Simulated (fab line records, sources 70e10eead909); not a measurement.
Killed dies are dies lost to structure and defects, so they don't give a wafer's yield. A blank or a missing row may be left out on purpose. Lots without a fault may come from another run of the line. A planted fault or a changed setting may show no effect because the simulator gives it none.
One fault seen from 2 desks | flow nand_harc | each desk has only its own numbers; what lay behind them comes last

THE METROLOGY DESK
What the gauges read, lot by lot, whatever tool the lot ran on: means of the sampled wafers that have a number. A lot is out of limits, marked OUT, if its mean lies more than 4 standard deviations from the usual mean; the brackets give that distance.
Columns: A = thk_nm at NHARC_A_ONON_D2_THK_MEAS_24, usual 998 nm; B = cd_nm at NHARC_A_CHANNEL_HOLE_D2_CD_MEAS_10, usual 100.1 nm
lot  | first seen here | A    | B
L133 | day 12 13:32    | 993  | 99.7
L134 | day 13 12:37    | 988  | 100.4
L137 | day 14 04:09    | 992  | 99.7
L136 | day 14 12:02    | 988  | 100.3
L138 | day 14 12:03    | 994  | 100.0
L143 | day 16 12:23    | 990  | 99.7
L141 | day 16 12:25    | 1006 | 100.1
L142 | day 16 16:32    | 1011 | 100.0
L145 | day 17 08:46    | 1017 | 99.6
L149 | day 19 16:32    | 993  | 98.8
L153 | day 21 12:40    | 1011 | 99.0
L155 | day 22 08:52    | 988  | 99.9
This desk's finding: nothing out of limits on any of the 12 lots.

THE TOOL OWNER'S DESK: arfi_scanner-02
The tool's own readings at NHARC_A_CHANNEL_HOLE_D2_EXPOSE_07 (exposes mask HOLE D2, target cd 100 nm): means of the sampled wafers that have a number, for each lot that ran on this tool. A lot is out of limits, marked OUT, if its mean lies more than 4 standard deviations from the usual mean; the brackets give that distance.
Columns: A = exposure_dose_mJ_cm2 at NHARC_A_CHANNEL_HOLE_D2_EXPOSE_07, usual 59.63
lot  | first seen here | A
L133 | day 12 17:49    | 59.63
L143 | day 16 17:04    | 59.60
L149 | day 19 20:47    | 57.98 (-13) OUT
L153 | day 21 16:53    | 58.38 (-9.6) OUT
This desk's finding: out of limits on L149, L153; first on L149, day 19 20:47 (exposure_dose_mJ_cm2 at NHARC_A_CHANNEL_HOLE_D2_EXPOSE_07). In limits: L133, L143.

PUT TOGETHER
The tool owner's desk could have raised an alarm at day 19 20:47, on L149, L153.
The metrology desk saw nothing out of limits.
The metrology desk has L149, L153 on record, within its limits.
Of the lots named, all ran NHARC_A_CHANNEL_HOLE_D2_EXPOSE_07 on arfi_scanner-02.

WHAT THE SIMULATOR HAD PUT IN
Process parameter drift: arfi_scanner-02, from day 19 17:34 on, at NHARC_A_CHANNEL_HOLE_D2_EXPOSE_07. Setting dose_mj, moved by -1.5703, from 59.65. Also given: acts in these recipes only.
Lots struck among those shown: L149, L153.
Hours from the fault's start to each desk's first reading out of limits: the tool owner's desk, 3.
